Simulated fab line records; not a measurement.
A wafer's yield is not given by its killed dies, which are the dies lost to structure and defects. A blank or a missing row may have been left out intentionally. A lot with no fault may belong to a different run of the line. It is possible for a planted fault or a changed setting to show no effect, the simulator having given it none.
A struck lot beside a sound one | flow n5_finfet | 15 out of 1938 route steps
Sound: these wafers, L571.3, L571.5, L571.6. Struck: wafers L576.3, L576.4, L576.5. The cause comes at the end.
Order at every step that has rows: each side's tool, ch and its chambers, its first start. Under that, the readings that differ: sound wafers | struck wafers | difference of the means | sigmas: that difference in standard deviations of wafers without a fault.
alike: readings whose means differ by less than 2 such deviations, and words and numbers that are the same on both sides. not compared: withheld readings, readings that some wafer has no value for, bounds like >300 that may hide the same value, and numbers for which the record gives no deviation and whose values overlap.
The two part at a step that has a row with sigmas, a row that says differs or no value, or rows on one side only. When numbers do not overlap yet have no deviation, they are printed without sigmas and do not part them. A reading missing from all wafers of one side parts the sides only when that side holds two or more wafers.

first, 1 step without rows for these wafers: N5_BEOL_M7_DEVELOP_10 (develop time 30 s).
N5_BEOL_M7_CD_MEAS_11 targets a cd of 38.5 nm.
  sound on cd_sem-02 ch 0, day 8 11:48; struck on cd_sem-03 ch 0, day 9 23:39
  reading    | sound          | struck         | difference | sigmas
  cd_nm (nm) | 39.4 38.9 38.2 | 37.3 37.2 37.4 | -1.5       | -2
N5_BEOL_M7_OVL_MEAS_12:
  sound on overlay-02 ch 0, day 8 11:50; struck on overlay-02 ch 0, day 9 23:41
  alike: M7_OVL
N5_BEOL_M7_INSPECT_13: inspects for defects (brightfield).
  struck on defect_inspect-01, day 9 23:42; sound on defect_inspect-01, day 8 11:52
  alike: raw_defect_count
N5_BEOL_M7_DESCUM_16: chemistry O2, time 7.9 s.
  sound on rie_diel-05 ch 0,1,3, day 8 11:53; struck on rie_diel-06 ch 0,2,3, day 9 23:44
  alike: drypump_motor_current_A, o2_flow_sccm, oes_product_au, rf_vpp_V, showerhead_plenum_p_Torr, throttle_valve_pct
  not compared: rf_hours_counter_h
then, 1 step without rows for these wafers: N5_BEOL_M7_ETCH_61 (etches SiARC in CF4, target depth 45.5 nm, time 75.8 s).
N5_BEOL_M7_ETCH_62: etches SOC in N2/H2, target depth 110 nm, overetch 22 nm, time 165 s.
  sound on rie_diel-05 ch 0,1,3, day 8 11:59; struck on rie_diel-06 ch 0,2,3, day 9 23:49
  alike: drypump_motor_current_A, oes_product_au, rf_vpp_V, showerhead_plenum_p_Torr, throttle_valve_pct
  not compared: rf_hours_counter_h
then, 1 step without rows for these wafers: N5_BEOL_M7_STRIP_68 (strips in N2/H2).
N5_BEOL_M7_STRIP_67: strips in CF4.
  sound on rie_diel-05 ch 0,1,3, day 8 12:08; struck on rie_diel-06 ch 0,2,3, day 9 23:58
  alike: drypump_motor_current_A, oes_product_au, rf_vpp_V, showerhead_plenum_p_Torr, throttle_valve_pct
  not compared: rf_hours_counter_h
N5_BEOL_M7_HM_OPEN_17: chemistry Cl2/BCl3, target TiN, target depth 20 nm, overetch 6 nm.
  sound on rie_metal-01 ch 0,1, day 8 12:12; struck on rie_metal-02 ch 0,1, day 10 00:02
  alike: drypump_motor_current_A, mfc_ar_sccm, oes_product_au, throttle_valve_pct
  not compared: rf_hours_counter_h
N5_BEOL_M7_STRIP_19: strips in O2.
  sound on rie_diel-06 ch 1,2,3, day 8 12:17; struck on rie_diel-06 ch 0,1,3, day 10 00:09
  alike: drypump_motor_current_A, o2_flow_sccm, oes_product_au, rf_vpp_V, showerhead_plenum_p_Torr, throttle_valve_pct
  not compared: rf_hours_counter_h
N5_BEOL_M7_CD_MEAS_18: pitch 80 nm, target cd 40 nm.
  struck on cd_sem-01, day 10 00:13; sound on cd_sem-03, day 8 12:21
  alike: cd_nm
N5_BEOL_M7_COAT_63: time 60 s, resist thk 60 nm.
  sound on litho_track-04 ch 0, day 8 14:08; struck on litho_track-01 ch 0, day 10 02:16
  reading                  | sound                | struck               | difference | sigmas
  heater_power_total_W (W) | 501.3 498.7 497.4    | 522.2 520.8 523.0    | +22.9      | +13
  plate_temp_C (C)         | 250.14 249.99 249.94 | 258.23 258.40 258.34 | +8.30      | +46
then, 1 step without rows for these wafers: N5_BEOL_M7_COAT_64 (time 60 s, resist thk 12 nm).
N5_PASSIVATION_PROBE_49:
  rows exist in the record for the sound wafers here (prober-02, day 11 14:51), none for the struck ones

## WHERE THEY PART
First at N5_BEOL_M7_CD_MEAS_11; last, within this record, at N5_PASSIVATION_PROBE_49.

WHY: what the simulator had put in
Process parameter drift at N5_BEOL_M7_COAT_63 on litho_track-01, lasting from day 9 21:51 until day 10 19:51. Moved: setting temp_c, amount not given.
